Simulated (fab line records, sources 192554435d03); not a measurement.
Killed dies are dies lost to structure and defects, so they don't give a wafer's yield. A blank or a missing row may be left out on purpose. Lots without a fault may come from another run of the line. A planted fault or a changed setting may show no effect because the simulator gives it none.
Chamber matching | flow n5_finfet | N5_MOL_CONTACT_COAG_DESCUM_13 on rie_diel-03: 3 sister chambers
The step chemistry O2, time 7 s. 18 wafers are shown with their chamber, then 8 later ones without.

WAFERS WITH THEIR CHAMBER
wafer  | chamber | showerhead_plenum_p_Torr (Torr) | throttle_valve_pct (%) | oes_product_au (a.u.)
L075.3 | 3       | 2.13                            | 20.26                  | 0.88
L075.4 | 0       | 2.17                            | 20.78                  | 0.73
L075.6 | 0       | 2.17                            | 20.78                  | 0.74
L076.1 | 0       | 2.17                            | 20.78                  | 0.73
L076.3 | 3       | 2.13                            | 20.25                  | 0.88
L076.6 | 0       | 2.17                            | 20.79                  | 0.72
L083.2 | 1       | 1.98                            | 20.56                  | 0.72
L083.4 | 1       | 1.98                            | 20.56                  | 0.71
L083.5 | 0       | 2.17                            | 20.81                  | 0.70
L084.1 | 1       | 1.98                            | 20.56                  | 0.72
L084.3 | 0       | 2.17                            | 20.81                  | 0.72
L084.4 | 0       | 2.17                            | 20.81                  | 0.71
L085.3 | 0       | 2.16                            | 20.83                  | 0.71
L085.5 | 1       | 1.98                            | 20.55                  | 0.72
L085.6 | 0       | 2.16                            | 20.83                  | 0.71
L088.2 | 1       | 1.97                            | 20.58                  | 0.71
L088.3 | 3       | 2.12                            | 20.32                  | 0.83
L088.5 | 1       | 1.97                            | 20.59                  | 0.71

SIGNATURES (means of the wafers above)
reading                  | chamber 0 | chamber 1 | chamber 3 | scatter within a chamber
showerhead_plenum_p_Torr | 2.1678    | 1.9767    | 2.1267    | 0.00487
throttle_valve_pct       | 20.8022   | 20.5667   | 20.2767   | 0.0221
oes_product_au           | 0.7189    | 0.7150    | 0.8633    | 0.0144
Rule: a wafer's distance from a chamber is the root of the sum, over the readings, of the square of ((its reading less the chamber's mean) divided by the reading's scatter). The wafer belongs to the nearest chamber; if the next one is less than 2 further off, it can't be placed. The scatter: the root of (the sum of the squares of (reading less its chamber's mean) over the shown wafers, divided by (wafers less chambers)).

WAFERS WITHOUT THEIR CHAMBER
wafer  | showerhead_plenum_p_Torr (Torr) | throttle_valve_pct (%) | oes_product_au (a.u.)
L091.2 | 2.12                            | 20.32                  | 0.84
L091.4 | 2.16                            | 20.83                  | 0.70
L091.6 | 1.97                            | 20.58                  | 0.71
L092.2 | 1.97                            | 20.58                  | 0.71
L092.5 | 1.97                            | 20.59                  | 0.71
L092.6 | 2.16                            | 20.84                  | 0.70
L096.1 | 2.15                            | 20.88                  | 0.69
L096.2 | 2.11                            | 20.33                  | 0.81

WHICH CHAMBER EACH WENT THROUGH
wafer  | from the rows above | in truth
L091.2 | 3                   | 3
L091.4 | 0                   | 0
L091.6 | 1                   | 1
L092.2 | 1                   | 1
L092.5 | 1                   | 1
L092.6 | 0                   | 0
L096.1 | 0                   | 0
L096.2 | 3                   | 3
Placed correctly: 8 of 8. Can't be placed from these rows: 0. Placed wrongly: 0.
